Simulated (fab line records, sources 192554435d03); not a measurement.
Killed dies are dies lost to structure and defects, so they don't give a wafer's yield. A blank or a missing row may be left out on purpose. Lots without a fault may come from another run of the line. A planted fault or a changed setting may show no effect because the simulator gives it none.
Which tool did it? | flow n5_finfet | 12 lots, 36 wafers sampled, at 2 steps of a route of 1938

WHAT THE GAUGES READ, wafer by wafer
N5_GATE_CUT_INSPECT_15: inspects for defects (brightfield).
lot  | measured     | on                | raw_defect_count
L075 | day 4 21:02  | defect_inspect-01 | 111 102 182
L077 | day 5 07:04  | defect_inspect-01 | 156 193 188
L079 | day 5 19:49  | defect_inspect-02 | 157 109 126
L081 | day 6 07:07  | defect_inspect-02 | 98 90 147
L083 | day 6 18:43  | defect_inspect-02 | 100 161 76
L085 | day 7 22:23  | defect_inspect-02 | 74 61 102
L087 | day 7 23:19  | defect_inspect-02 | 143 165 130
L089 | day 8 08:58  | defect_inspect-02 | 203 170 303
L091 | day 9 20:47  | defect_inspect-01 | 74 97 101
L093 | day 9 20:58  | defect_inspect-02 | 168 200 142
L095 | day 11 11:49 | defect_inspect-01 | 114 153 156
L097 | day 11 13:59 | defect_inspect-01 | 143 126 138

WHICH TOOL RAN EACH LOT (tool, then ch and the chambers of the sampled wafers, then the start)
lot  | N5_GATE_CUT_HM_DEP_46
L075 | pecvd-04 ch 0,1, day 4 20:37
L077 | pecvd-02 ch 0,2, day 5 06:38
L079 | pecvd-04 ch 0,1,2, day 5 19:16
L081 | pecvd-04 ch 0,2, day 6 06:41
L083 | pecvd-02 ch 0,2, day 6 18:08
L085 | pecvd-04 ch 1,2, day 7 05:18
L087 | pecvd-02 ch 0, day 7 18:31
L089 | pecvd-02 ch 0, day 8 08:31
L091 | pecvd-02 ch 0,2, day 9 13:50
L093 | pecvd-01 ch 0,1,2, day 9 15:30
L095 | pecvd-04 ch 0,1,2, day 11 11:17
L097 | pecvd-02 ch 0,1,2, day 11 13:34
- N5_GATE_CUT_HM_DEP_46: deposits SiO2 from TEOS/O2, target thk 130 nm, time 26.6 s.

THE ANSWER, worked out from the rows above alone
Rule: what is usual is taken from the lots themselves. Put in order of their means at a reading, lots are off if they are a third of the lots or fewer, leave a main group of 4 or more, and stand apart from it by a gap of 3 or more times the standard deviation of the main group's means; of several such gaps the widest counts. A main group whose means are all the same, to the digits that the tables above print for the reading, isn't used. A lot without any number at a reading at which 4 lots or more have one is off too. The other lots that the step has rows for count as sound.
No lot is off at any reading shown: from this, nothing can be told.

WHAT THE SIMULATOR HAD PUT IN
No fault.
